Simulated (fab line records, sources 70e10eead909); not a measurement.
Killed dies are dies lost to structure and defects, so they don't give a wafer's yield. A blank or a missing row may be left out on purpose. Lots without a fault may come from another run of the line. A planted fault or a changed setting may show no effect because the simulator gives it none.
fab line records | flow nand_harc
record lots=13 wafers=39 last_day=33
route steps=1302 shown P_ZERO_WELL@68 P_STI@84 P_GATE@119 END@1302
lots that met no fault: from a run of the same line without faults
start_h: hours from the record's first day to the start of the lot's first wafer shown | wait_h: hours since the lot's step before | " the same as in the row above | L1.1+2: a row that stands for several wafers | - no value, or no start given | * or withheld: withheld | < > ~ a bound
route shown NAME@n: a module of which the file shows steps, and the number in the route of the first | usual: mean/standard deviation of fault-free wafers | same: alike in all rows | chamber/n: place in a boat | sites: the reading at each site | _std_site: their standard deviation | _edge_site: outer sites' mean less inner sites' | radius_mm: how far each site lies from the wafer's centre | mask NAME#n: copy n | behind: the tool/chamber that last shaped the wafer | hold: why the lot was held/for how many hours/how that ended | device: the transistor (n, p or np) that didn't switch | end of line: the same wafers' tests at the end of the route | a step without rows: its recipe alone | killed: dies lost to structure and defects at the first sort, not the wafer's yield | map: a wafer's dies, x killed, . not, _ none there
set.NAME: the setting as run; set.NAME@STEP: as run at that earlier step | model.NAME: the simulator's own value behind a step, which no gauge read
steps of the route over a sample of lots; a table a step, a row a wafer
services: from which hour (start_h, from the record's first day; less than 0 if before it) a tool's chamber was out of use, for how many hours, and why
## steps
# step NHARC_P_ZERO_WELL_INSPECT_43
# usual raw_defect_count=13/7.7
# columns lot.wafer tool chamber start_h wait_h raw_defect_count
L775.2 defect_inspect-01 - 37.78 0.5 9
L775.3 " - " " 12
L775.4 " - " " 15
L777.1 defect_inspect-02 - 57.60 0.6 11
L777.4 " - " " 10
L777.5 " - " " 13
L779.2 defect_inspect-01 - 77.72 0.5 24
L779.3 " - " " 20
L779.5 " - " " 14
L780.1 defect_inspect-01 - 87.62 0.6 12
L780.2 " - " " 9
L780.5 " - " " 10
L781.1 defect_inspect-02 - 97.48 0.6 7
L781.2 " - " " 6
L781.5 " - " " 18
L782.1 defect_inspect-01 - 107.47 0.6 6
L782.4 " - " " 12
L782.6 " - " " 11
L790.4 defect_inspect-01 - 187.49 0.2 8
L790.5 " - " " 16
L790.6 " - " " 8
L791.1 defect_inspect-01 - 197.56 0.6 13
L791.3 " - " " 17
L791.4 " - " " 39
L792.2 defect_inspect-01 - 207.42 0.5 12
L792.4 " - " " 14
L792.6 " - " " 12
L793.1 defect_inspect-01 - 217.56 0.6 9
L793.5 " - " " 11
L793.6 " - " " 13
L795.1 defect_inspect-02 - 237.47 0.6 20
L795.4 " - " " 4
L795.5 " - " " 20
L796.1 defect_inspect-01 - 247.42 0.6 5
L796.5 " - " " 4
L796.6 " - " " 6
L797.1 defect_inspect-01 - 257.83 0.6 11
L797.2 " - " " 4
L797.6 " - " " 8
# step NHARC_P_STI_OVL_MEAS_10
# usual overlay_x_nm=0/4.8 overlay_y_nm=-1/6.1
# columns lot.wafer tool chamber start_h wait_h overlay_x_nm overlay_y_nm
L775.2 overlay-01 - 54.33 - -2 -1
L775.3 " - " " -2 0
L775.4 " - " " -1 -1
L777.1 overlay-01 - 75.95 - 3 -6
L777.4 " - " " 2 -7
L777.5 " - " " 2 -6
L779.2 overlay-02 - 94.09 - 2 0
L779.3 " - " " 2 0
L779.5 " - " " 3 0
L780.1 overlay-02 - 104.70 - -7 -2
L780.2 " - " " -7 -2
L780.5 " - " " -7 -1
L781.1 overlay-01 - 113.08 - 0 8
L781.2 " - " " 0 8
L781.5 " - " " 0 8
L782.1 overlay-01 - 125.46 - -4 2
L782.4 " - " " -4 2
L782.6 " - " " -4 1
L790.4 overlay-01 - 205.21 - 9 5
L790.5 " - " " 10 4
L790.6 " - " " 10 4
L791.1 overlay-02 - 213.79 - 2 -6
L791.3 " - " " 2 -6
L791.4 " - " " 2 -7
L792.2 overlay-02 - 228.38 - -6 -2
L792.4 " - " " -6 -1
L792.6 " - " " -6 -1
L793.1 overlay-01 - 245.52 - 0 0
L793.5 " - " " 0 1
L793.6 " - " " 0 0
L795.1 overlay-01 - 253.47 - -1 1
L795.4 " - " " -1 2
L795.5 " - " " -1 2
L796.1 overlay-01 - 264.43 - -3 -3
L796.5 " - " " -4 -3
L796.6 " - " " -4 -3
L797.1 overlay-01 - 274.00 - 1 -1
L797.2 " - " " 1 0
L797.6 " - " " 1 -1
# step NHARC_P_STI_CD_MEAS_16
# usual cd_nm=199.2/1.9
# columns lot.wafer tool chamber start_h wait_h cd_nm
L775.2 cd_sem-01 - 54.94 - 200.7
L775.3 " - " " 197.8
L775.4 " - " " 197.8
L777.1 cd_sem-02 - 76.56 - 198.7
L777.4 " - " " 199.9
L777.5 " - " " 199.9
L779.2 cd_sem-02 - 94.74 - 200.0
L779.3 " - " " 200.9
L779.5 " - " " 201.1
L780.1 cd_sem-03 - 105.31 - 199.3
L780.2 " - " " 199.0
L780.5 " - " " 198.8
L781.1 cd_sem-03 - 113.68 - 197.5
L781.2 " - " " 196.1
L781.5 " - " " 199.9
L782.1 cd_sem-02 - 126.07 - 200.8
L782.4 " - " " 197.9
L782.6 " - " " 199.8
L790.4 cd_sem-03 - 205.82 - 200.5
L790.5 " - " " 200.3
L790.6 " - " " 200.7
L791.1 cd_sem-03 - 214.44 - 195.7
L791.3 " - " " 197.4
L791.4 " - " " 196.9
L792.2 cd_sem-02 - 228.99 - 196.6
L792.4 " - " " 197.8
L792.6 " - " " 196.3
L793.1 cd_sem-03 - 246.12 - 196.8
L793.5 " - " " 196.9
L793.6 " - " " 196.4
L795.1 cd_sem-02 - 254.07 - 194.4
L795.4 " - " " 200.1
L795.5 " - " " 197.8
L796.1 cd_sem-02 - 265.03 - 202.4
L796.5 " - " " 201.9
L796.6 " - " " 202.3
L797.1 cd_sem-02 - 274.61 - 200.7
L797.2 " - " " 199.1
L797.6 " - " " 201.2
# step NHARC_P_GATE_EXPOSE_08
# recipe na=0.6 dose_mj=16.75 mask_id=P_HV
# usual reticle_temp_C=22.96/0.1
# columns lot.wafer tool chamber start_h wait_h mask reticle_temp_C
L775.2 krf_scanner-02 0 91.66 - P_HV#0 22.86
L775.3 " 0 " " P_HV#0 22.93
L775.4 " 0 " " P_HV#0 22.81
L777.1 krf_scanner-03 0 111.83 - P_HV#0 22.86
L777.4 " 0 " " P_HV#0 22.95
L777.5 " 0 " " P_HV#0 23.02
L779.2 krf_scanner-01 0 132.54 - P_HV#0 22.86
L779.3 " 0 " " P_HV#0 22.91
L779.5 " 0 " " P_HV#0 22.87
L780.1 krf_scanner-03 0 141.79 - P_HV#0 22.85
L780.2 " 0 " " P_HV#0 22.92
L780.5 " 0 " " P_HV#0 23.05
L781.1 krf_scanner-01 0 151.05 - P_HV#0 22.99
L781.2 " 0 " " P_HV#0 23.02
L781.5 " 0 " " P_HV#0 22.87
L782.1 krf_scanner-03 0 162.29 - P_PSD#0 23.07
L782.4 " 0 " " P_PSD#0 22.91
L782.6 " 0 " " P_PSD#0 22.97
L791.1 krf_scanner-03 0 256.65 - P_HV#0 22.91
L791.3 " 0 " " P_HV#0 22.83
L791.4 " 0 " " P_HV#0 22.94
L790.4 krf_scanner-01 0 256.83 - P_HV#0 23.07
L790.5 " 0 " " P_HV#0 22.87
L790.6 " 0 " " P_HV#0 23.00
L792.2 krf_scanner-03 0 269.62 - P_HV#0 22.85
L792.4 " 0 " " P_HV#0 23.00
L792.6 " 0 " " P_HV#0 23.00
L793.1 krf_scanner-03 0 284.93 - P_HV#0 23.21
L793.5 " 0 " " P_HV#0 23.13
L793.6 " 0 " " P_HV#0 23.04
L795.1 krf_scanner-02 0 285.25 - P_HV#0 22.89
L795.4 " 0 " " P_HV#0 22.83
L795.5 " 0 " " P_HV#0 22.89
L796.1 krf_scanner-02 0 298.46 - P_HV#0 22.77
L796.5 " 0 " " P_HV#0 23.01
L796.6 " 0 " " P_HV#0 22.86
L797.1 krf_scanner-03 0 309.87 - P_HV#0 23.13
L797.2 " 0 " " P_HV#0 23.03
L797.6 " 0 " " P_HV#0 23.06
# step NHARC_P_GATE_CD_MEAS_11
# recipe target_cd_nm=1640 landing_energy_ev=500
# usual cd_nm=1640.7/1.2
# columns lot.wafer tool chamber start_h wait_h cd_nm
L775.2 cd_sem-03 0 91.81 - 1641.3
L775.3 " 0 " " 1640.2
L775.4 " 0 " " 1640.4
L777.1 cd_sem-02 0 111.99 - 1639.6
L777.4 " 0 " " 1640.9
L777.5 " 0 " " 1640.4
L779.2 cd_sem-02 0 132.69 - 1639.2
L779.3 " 0 " " 1640.1
L779.5 " 0 " " 1641.3
L780.1 cd_sem-03 0 141.95 - 1641.6
L780.2 " 0 " " 1639.7
L780.5 " 0 " " 1640.5
L781.1 cd_sem-02 0 151.21 - 1640.7
L781.2 " 0 " " 1640.9
L781.5 " 0 " " 1640.5
L782.1 cd_sem-03 0 162.45 - -
L782.4 " 0 " " -
L782.6 " 0 " " -
L791.1 cd_sem-03 0 256.81 - 1638.4
L791.3 " 0 " " 1640.7
L791.4 " 0 " " 1639.0
L790.4 cd_sem-02 0 256.98 - 1638.9
L790.5 " 0 " " 1641.2
L790.6 " 0 " " 1640.2
L792.2 cd_sem-01 0 269.77 - 1641.2
L792.4 " 0 " " 1641.6
L792.6 " 0 " " 1640.5
L793.1 cd_sem-03 0 285.08 - 1642.2
L793.5 " 0 " " 1640.7
L793.6 " 0 " " 1640.3
L795.1 cd_sem-03 0 285.41 - 1641.0
L795.4 " 0 " " 1639.4
L795.5 " 0 " " 1639.5
L796.1 cd_sem-03 0 298.62 - 1640.1
L796.5 " 0 " " 1640.3
L796.6 " 0 " " 1641.1
L797.1 cd_sem-02 0 310.02 - 1641.4
L797.2 " 0 " " 1642.0
L797.6 " 0 " " 1640.9
# step NHARC_END_SORT_01
# recipe temp_c=25
# usual killed_at_array=52/16 killed_at_other=0.8/1.1 killed_at_periphery=4.2/2.5 killed_dies=57/16 killed_open=3.4/2 killed_short=2.6/1.6
# same gross_dies=677
# columns lot.wafer tool chamber start_h wait_h killed_at_array killed_at_other killed_at_periphery killed_dies killed_open killed_short
L782.1 prober-02 0 634.31 2.5 58 5 614 677 3 3
L782.4 prober-02 0 636.68 3.4 42 5 630 677 3 2
L782.6 prober-02 0 638.26 4.0 45 4 628 677 7 6
# killed by level:class
L782.1 P_GATE:area_expose=611 A_CHANNEL_HOLE_D1:chamber_film_flake=32 A_CHANNEL_HOLE_D2:chamber_film_flake=12 THIN_TSV:chamber_film_flake=5 A_STAIRCASE:chamber_film_flake=4 A_CHANNEL_FILL_D2:geometric_particle:short=3 A_CONTACT:chamber_film_flake=3 A_DECK1_JOINT:geometric_particle:open=2
L782.4 P_GATE:area_expose=626 A_CHANNEL_HOLE_D1:chamber_film_flake=18 A_CHANNEL_HOLE_D2:chamber_film_flake=8 THIN_TSV:chamber_film_flake=5 A_CONTACT:chamber_film_flake=4 A_STAIRCASE:chamber_film_flake=4 P_GATE:geometric_particle:open=2 P_STI:chamber_film_flake=2
L782.6 P_GATE:area_expose=623 A_CHANNEL_HOLE_D1:chamber_film_flake=20 A_CHANNEL_HOLE_D2:chamber_film_flake=8 A_STAIRCASE:chamber_film_flake=4 THIN_TSV:chamber_film_flake=4 A_CHANNEL_FILL_D1:chamber_film_flake=3 A_CHANNEL_FILL_D2:geometric_particle:short=2 A_BLC:geometric_particle:open=2
## services
# columns tool chamber start_h hours kind
krf_scanner-02 - 94.00 4.0 pm
krf_scanner-01 - 140.00 4.0 pm
krf_scanner-02 - 150.59 0.2 repair
krf_scanner-03 0 184.84 - calibration
krf_scanner-02 0 185.56 - calibration
krf_scanner-01 0 222.55 - calibration
krf_scanner-03 - 224.00 4.0 pm
krf_scanner-02 - 266.00 4.0 pm
krf_scanner-01 - 284.57 0.2 repair
krf_scanner-01 - 298.01 2.1 repair
## key
first_sign step=NHARC_P_GATE_EXPOSE_08 reading=mask direction=changed
effect step=NHARC_P_GATE_CD_MEAS_11 reading=cd_nm direction=missing
effect step=NHARC_END_SORT_01 reading=killed_at_periphery direction=up sigmas=99+ usual=4.2 struck=624
more_kills_born_at NHARC_P_GATE_EXPOSE_08@krf_scanner-03=1860
met_at NHARC_P_GATE_EXPOSE_08
struck_lots L782
later_rows_left_out L782.1,L782.4,L782.6
tester_left_out L782
not_acting_at NHARC_P_ZERO_WELL_INSPECT_43,NHARC_P_STI_OVL_MEAS_10,NHARC_P_STI_CD_MEAS_16
onset_between 141.79 162.29
fault kind=wrong_mask tool=any chamber=- onset_h=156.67 steps=NHARC_P_GATE_EXPOSE_08 aux_copy=P_PSD#0 scope=struck_lots_only
# tester_left_out: of these lots the tester's yield and bins aren't shown, on N5 and GAA mostly nor the transistor test; their killed dies are dies lost to structure and defects alone, not to doping, threshold or leakage, so they don't give the yield
# later_rows_left_out: the simulator's readings of these wafers behind a module that went badly wrong aren't trusted and aren't shown, but for the sort
